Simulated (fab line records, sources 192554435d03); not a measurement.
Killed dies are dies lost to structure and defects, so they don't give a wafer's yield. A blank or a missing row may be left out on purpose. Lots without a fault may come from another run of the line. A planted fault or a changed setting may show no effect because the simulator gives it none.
One fault seen from 2 desks | flow n5_finfet | each desk has only its own numbers; what lay behind them comes last

THE METROLOGY DESK
What the gauges read, lot by lot, whatever tool the lot ran on: means of the sampled wafers that have a number. A lot is out of limits, marked OUT, if its mean lies more than 4 standard deviations from the usual mean; the brackets give that distance. Of its 10 readings 7 are shown: those that lie furthest out on some lot.
Columns: A = DIBL_P at N5_BEOL_M4_RC_MEAS_101, usual 35.8 mV/V; B = IOFF_P at N5_BEOL_M4_RC_MEAS_101, usual 0.20 nA/um; C = ION_N at N5_BEOL_M4_RC_MEAS_101, usual 670 uA/um; D = ION_P at N5_BEOL_M4_RC_MEAS_101, usual 460 uA/um; E = SS_N at N5_BEOL_M4_RC_MEAS_101, usual 71.5 mV/dec; F = SS_P at N5_BEOL_M4_RC_MEAS_101, usual 73.2 mV/dec; G = VT_P at N5_BEOL_M4_RC_MEAS_101, usual -251 mV
lot  | first seen here | A    | B    | C   | D   | E    | F    | G
L630 | day 8 07:37     | 33.2 | 0.17 | 660 | 455 | 71.1 | 72.5 | -255
L631 | day 8 12:48     | 34.0 | 0.16 | 664 | 451 | 72.1 | 72.5 | -253
L635 | day 9 08:45     | 37.9 | 0.22 | 662 | 454 | 71.6 | 73.7 | -251
L636 | day 9 17:07     | 37.0 | 0.21 | 681 | 466 | 72.3 | 73.6 | -252
L640 | day 11 03:55    | 35.7 | 0.21 | 669 | 463 | 71.9 | 73.3 | -250
L642 | day 11 15:01    | 35.3 | 0.19 | 666 | 461 | 70.8 | 72.9 | -251
L643 | day 11 21:53    | 36.6 | 0.18 | 672 | 457 | 71.6 | 73.1 | -254
L648 | day 13 02:10    | 36.2 | 0.22 | 683 | 466 | 71.2 | 73.4 | -248
L650 | day 13 10:17    | 36.5 | 0.19 | 666 | 460 | 71.4 | 73.9 | -253
L652 | day 14 05:07    | 36.2 | 0.19 | 679 | 461 | 71.1 | 73.1 | -252
This desk's finding: nothing out of limits on any of the 10 lots.

THE TOOL OWNER'S DESK: cmp-01
The tool's own readings at N5_HKMG_FIN_CMP_94 (polishes, stops on SiNx, t overpolish 4.7 s, target thk 43.299 nm): means of the sampled wafers that have a number, for each lot that ran on this tool. A lot is out of limits, marked OUT, if its mean lies more than 4 standard deviations from the usual mean; the brackets give that distance.
Columns: A = head_pressure_psi at N5_HKMG_FIN_CMP_94, usual 4.001 psi; B = motor_current_A at N5_HKMG_FIN_CMP_94, usual 11.7 A
lot  | first seen here | A               | B
L630 | day 4 13:27     | 3.996           | 12.4
L635 | day 5 23:50     | 4.012           | 11.7
L636 | day 6 03:18     | 3.998           | 12.0
L640 | day 7 02:41     | 3.825 (-18) OUT | 11.2
L643 | day 7 23:56     | 3.828 (-18) OUT | 10.8
This desk's finding: out of limits on L640, L643; first on L640, day 7 02:41 (head_pressure_psi at N5_HKMG_FIN_CMP_94). In limits: L630, L635, L636.

PUT TOGETHER
The tool owner's desk could have raised an alarm at day 7 02:41, on L640, L643.
The metrology desk saw nothing out of limits.
The metrology desk has L640, L643 on record, within its limits.
Of the lots named, all ran N5_HKMG_FIN_CMP_94 on cmp-01.

WHAT THE SIMULATOR HAD PUT IN
Process parameter drift: cmp-01, from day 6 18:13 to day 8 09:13, at N5_HKMG_FIN_CMP_94. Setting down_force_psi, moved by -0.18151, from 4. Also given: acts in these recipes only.
Lots struck among those shown: L640, L643.
Hours from the fault's start to each desk's first reading out of limits: the tool owner's desk, 8.
